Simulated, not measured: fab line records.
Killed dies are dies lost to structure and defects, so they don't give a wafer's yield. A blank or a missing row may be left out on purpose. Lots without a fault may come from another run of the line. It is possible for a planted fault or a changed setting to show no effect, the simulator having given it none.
Which tool did it? :: flow nand harc :: Sampling: 7 lots, 21 wafers, 4 of 1302 route steps

== WHAT THE GAUGES SHOWED, per wafer ==
NHARC_END_SORT_01.
lot: L361
measured: day 28 15:45
on: prober-01
defect limited yield (%): 93 85 82

lot: L371
measured: day 33 03:31
on: prober-01
defect limited yield (%): 91 91 90

== TOOL THAT RAN EACH LOT (tool first, then ch and the chambers of the sampled wafers, then the start) ==
lot: L351
NHARC_P_BONDPAD_PRE_CLEAN_26: pvd sputter-01, day 7 08:23
NHARC_THIN_TSV_DESCUM_14: rie diel-13 ch 0,1,3, day 24 03:49
NHARC_THIN_TSV_ANNEAL_52: rtp anneal-01 ch 0, day 24 07:40

lot: L353
NHARC_P_BONDPAD_PRE_CLEAN_26: pvd sputter-03, day 7 19:31
NHARC_THIN_TSV_DESCUM_14: rie diel-13 ch 0,1,3, day 25 07:11
NHARC_THIN_TSV_ANNEAL_52: rtp anneal-02 ch 0, day 25 11:05

lot: L355
NHARC_P_BONDPAD_PRE_CLEAN_26: pvd sputter-02, day 8 20:40
NHARC_THIN_TSV_DESCUM_14: rie diel-05 ch 0,2,3, day 26 01:08
NHARC_THIN_TSV_ANNEAL_52: rtp anneal-01 ch 0, day 26 05:11

lot: L361
NHARC_P_BONDPAD_PRE_CLEAN_26: pvd sputter-01, day 11 10:40
NHARC_THIN_TSV_DESCUM_14: rie diel-13 ch 1,2,3, day 27 23:31
NHARC_THIN_TSV_ANNEAL_52: rtp anneal-01 ch 0, day 28 03:28

lot: L368
NHARC_P_BONDPAD_PRE_CLEAN_26: pvd sputter-03, day 14 10:23
NHARC_THIN_TSV_DESCUM_14: rie diel-13 ch 0,1,3, day 32 03:53
NHARC_THIN_TSV_ANNEAL_52: rtp anneal-01 ch 0, day 32 08:07

lot: L371
NHARC_P_BONDPAD_PRE_CLEAN_26: pvd sputter-01, day 15 03:37
NHARC_THIN_TSV_DESCUM_14: rie diel-13 ch 0,1,3, day 32 11:41
NHARC_THIN_TSV_ANNEAL_52: rtp anneal-02 ch 0, day 32 15:28

lot: L373
NHARC_P_BONDPAD_PRE_CLEAN_26: pvd sputter-02, day 16 05:23
NHARC_THIN_TSV_DESCUM_14: rie diel-13 ch 0,1,3, day 32 21:59
NHARC_THIN_TSV_ANNEAL_52: rtp anneal-01 ch 0, day 33 02:02
- NHARC_P_BONDPAD_PRE_CLEAN_26: time 30 s.
- NHARC_THIN_TSV_DESCUM_14: chemistry O2, time 3 s.
- NHARC_THIN_TSV_ANNEAL_52: time 90 s.

== THE ANSWER, worked out from the rows above alone ==
Rule: what is usual is taken from the lots themselves. The widest of any qualifying gaps counts: lots, ordered by their means at a reading, are off when they make up no more than a third of the lots, leave a main group of 4 or more, and stand apart from it by 3 or more times the standard deviation of that group's means. A main group is skipped when, at the precision printed for the reading in the tables above, its means are all equal. A lot without any number at a reading at which 4 lots or more have one is off too. Any other lot the step has rows for is counted as sound.
Across all readings shown, no lot is off: no conclusion can be drawn from this.

== WHAT THE SIMULATOR HAD INSERTED ==
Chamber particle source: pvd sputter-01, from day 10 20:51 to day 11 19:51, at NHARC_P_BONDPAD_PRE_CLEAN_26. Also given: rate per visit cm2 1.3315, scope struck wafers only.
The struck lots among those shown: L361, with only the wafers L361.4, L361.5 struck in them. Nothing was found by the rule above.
